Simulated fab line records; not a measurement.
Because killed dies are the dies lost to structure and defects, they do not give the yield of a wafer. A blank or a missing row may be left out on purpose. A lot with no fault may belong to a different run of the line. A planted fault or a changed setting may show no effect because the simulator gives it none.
fab line records | flow n5_finfet
record: lots: 7 wafers: 21
route steps=1938 shown BEOL_M13@1665 PAD_METAL@1896 PASSIVATION@1915
start_h: start of the lot's first displayed wafer, in hours after the record's first day | wait_h: hours since the lot's step before | " the same as in the row above | L1.1+2: one row covering several wafers at once | - no value, or no start was given | * or withheld: withheld | < > ~ a bound
route shown NAME@n: names a module that has steps shown in the file, with the first one's number in the route | usual: the fault-free wafers' mean and standard deviation | same: alike in all rows | chamber/n: place in a boat | sites: per-site readings | _std_site: standard deviation of those values | _edge_site: inner sites' mean taken away from outer sites' mean | radius_mm: how far each site lies from the wafer's centre | mask NAME#n: copy n | behind: tool/chamber where the wafer was last shaped | hold: reason for holding the lot/hours on hold/outcome of the hold | device: names the non-switching transistor (n, p or np) | end of line: tests run on the same wafers once the route is complete | step lacking rows: just its recipe | killed: dies lost to structure and defects at the first sort, not the wafer's yield | map: dies across one wafer; x = killed, . = not, _ = none there
set.NAME: the run value of the setting; set.NAME@STEP: its run value at that earlier step | model.NAME: the simulator's own value behind a step, which no gauge read
lots run with intentionally changed settings; tables by step, rows by wafer
== steps ==
step: N5_BEOL_M13_EXPOSE_07
recipe: mask_id: V12 na: 0.93 source_shape: conventional sigma_outer: 0.6 polarization: unpolarized attpsm_phase_deg: 180 dose_mj: 24.8
columns lot.wafer tool chamber start_h wait_h mask set.dose_mj
L077.3+5 krf_scanner-02 0 250.48 - V12#0 24.8
L077.6 " 0 " " V12#0 25.35
L078.1 krf_scanner-02 0 258.40 - V12#0 24.8
L078.2+4 " 0 " " V12#0 23.36
L079.1+2 krf_scanner-02 0 265.70 - V12#0 25.62
L079.6 " 0 " " V12#0 24.8
L082.4+5 krf_scanner-02 0 276.91 - V12#0 25.9
L082.6 " 0 " " V12#0 24.8
L085.2+3+6 krf_scanner-02 0 293.98 - V12#0 24.8
L088.3+4+5 krf_scanner-02 0 324.19 - V12#0 24.8
L090.4+5 krf_scanner-02 0 335.27 - V12#0 24.8
L090.6 " 0 " " V12#0 25.85
step: N5_BEOL_M13_PEB_08
recipe: peb_temp_c: 130 peb_time_s: 90
step: N5_BEOL_M13_DEVELOP_09
recipe: develop_time_s: 45 rinse_liquid: diw dry: air_spin dev_temp_c: 21
step: N5_BEOL_M13_HARDBAKE_14
recipe: temp_c: 130 time_s: 120
step: N5_BEOL_M13_CD_MEAS_10
recipe: target_cd_nm: 190 landing_energy_ev: 500 detector: se_inlens polarity: opening
usual: cd_nm: 189.8/1.5
columns lot.wafer tool chamber start_h wait_h set.dose_mj@BEOL_M13_EXPOSE_07 cd_nm
L077.3 cd_sem-03 0 250.65 - 24.8 188.7
L077.5 " 0 " " 24.8 188.8
L077.6 " 0 " " 25.35 189.2
L078.1 cd_sem-02 0 258.57 - 24.8 189.0
L078.2 " 0 " " 23.36 182.6
L078.4 " 0 " " 23.36 183.3
L079.1 cd_sem-03 0 265.87 - 25.62 191.7
L079.2 " 0 " " 25.62 193.1
L079.6 " 0 " " 24.8 190.3
L082.4 cd_sem-01 0 277.07 - 25.9 196.9
L082.5 " 0 " " 25.9 194.7
L082.6 " 0 " " 24.8 191.1
L085.2 cd_sem-01 0 294.15 - 24.8 190.4
L085.3 " 0 " " 24.8 189.9
L085.6 " 0 " " 24.8 191.6
L088.3 cd_sem-02 0 324.35 - 24.8 191.2
L088.4 " 0 " " 24.8 191.3
L088.5 " 0 " " 24.8 190.4
L090.4 cd_sem-02 0 335.43 - 24.8 192.0
L090.5 " 0 " " 24.8 190.5
L090.6 " 0 " " 25.85 193.9
step: N5_PASSIVATION_AL_DEP_21
recipe: material: Al target_thk_a: 28000 temp_c: 400 time_s: 170 power_w: 30000 chamber_pressure_pa: 0.4 gas: Ar
columns lot.wafer tool chamber start_h wait_h set.time_s model.Al_of_PASSIVATION_AL_DEP_21.thk_nm
L077.3 pvd_sputter-03 - 279.28 0.1 170 2772
L077.5 " - " " 153.6 2510
L077.6 " - " " 153.6 2517
L078.1 pvd_sputter-02 - 290.15 0.1 189.1 3111
L078.2 " - " " 170 2811
L078.4 " - " " 189.1 3158
L079.1 pvd_sputter-02 - 293.19 0.1 185.9 3026
L079.2 " - " " 170 2801
L079.6 " - " " 170 2822
L082.4 pvd_sputter-01 - 300.89 0.1 170 2795
L082.5 " - " " 170 2815
L082.6 " - " " 161.1 2609
L085.2 pvd_sputter-02 - 322.98 0.1 170 2849
L085.3 " - " " 170 2873
L085.6 " - " " 170 2871
L088.3 pvd_sputter-03 - 353.88 0.1 170 2823
L088.4 " - " " 170 2779
L088.5 " - " " 170 2799
L090.4 pvd_sputter-03 - 362.75 0.1 170 2753
L090.5 " - " " 189.6 3091
L090.6 " - " " 189.6 3105
step: N5_PASSIVATION_PECVD_53
recipe: material: SiO2 target_thk_a: 8000 temp_c: 400 precursor: TEOS/O2 pressure_torr: 6.5 rf_w: withheld teos_flow_sccm: withheld gas: O2 flow_sccm: 2650 time_s: 169.4
columns lot.wafer tool chamber start_h wait_h set.time_s model.SiO2_of_PASSIVATION_PECVD_53.thk_nm
L077.3 pecvd-02 1 281.12 0.0 176.1 829
L077.5 " 0 " " 169.4 825
L077.6 " 2 " " 169.4 806.2
L078.1 pecvd-01 0 291.85 0.0 186.2 886.4
L078.2 " 2 " " 186.2 881.6
L078.4 " 0 " " 169.4 822.8
L079.1 pecvd-01 1 294.98 0.0 178 824.4
L079.2 " 0 " " 169.4 795
L079.6 " 1 " " 169.4 801.4
L082.4 pecvd-04 1 303.36 0.1 159.8 737.6
L082.5 " 0 " " 159.8 754.8
L082.6 " 2 " " 159.8 745
L085.2 pecvd-02 0 324.78 0.0 169.4 803
L085.3 " 2 " " 169.4 786
L085.6 " 0 " " 169.4 820.4
L088.3 pecvd-01 0 356.32 0.0 169.4 796.8
L088.4 " 2 " " 169.4 812.6
L088.5 " 0 " " 169.4 810.8
L090.4 pecvd-02 2 364.75 0.1 169.4 791.6
L090.5 " 0 " " 169.4 810
L090.6 " 1 " " 183.2 876.8
== key ==
split: step: N5_BEOL_M13_EXPOSE_07 setting: dose_mj stated: 24.8 by: wafer
response: step: N5_BEOL_M13_CD_MEAS_10 reading: cd_nm change: +0.857 per: 1% r: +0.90
split: step: N5_PASSIVATION_AL_DEP_21 setting: time_s stated: 170 by: wafer
response: step: N5_PASSIVATION_AL_DEP_21 reading: model.Al_of_PASSIVATION_AL_DEP_21.thk_nm change: +28.1 per: 1% r: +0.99
split: step: N5_PASSIVATION_PECVD_53 setting: time_s stated: 169.4 by: wafer
response: step: N5_PASSIVATION_PECVD_53 reading: model.SiO2_of_PASSIVATION_PECVD_53.thk_nm change: +6.85 per: 1% r: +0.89
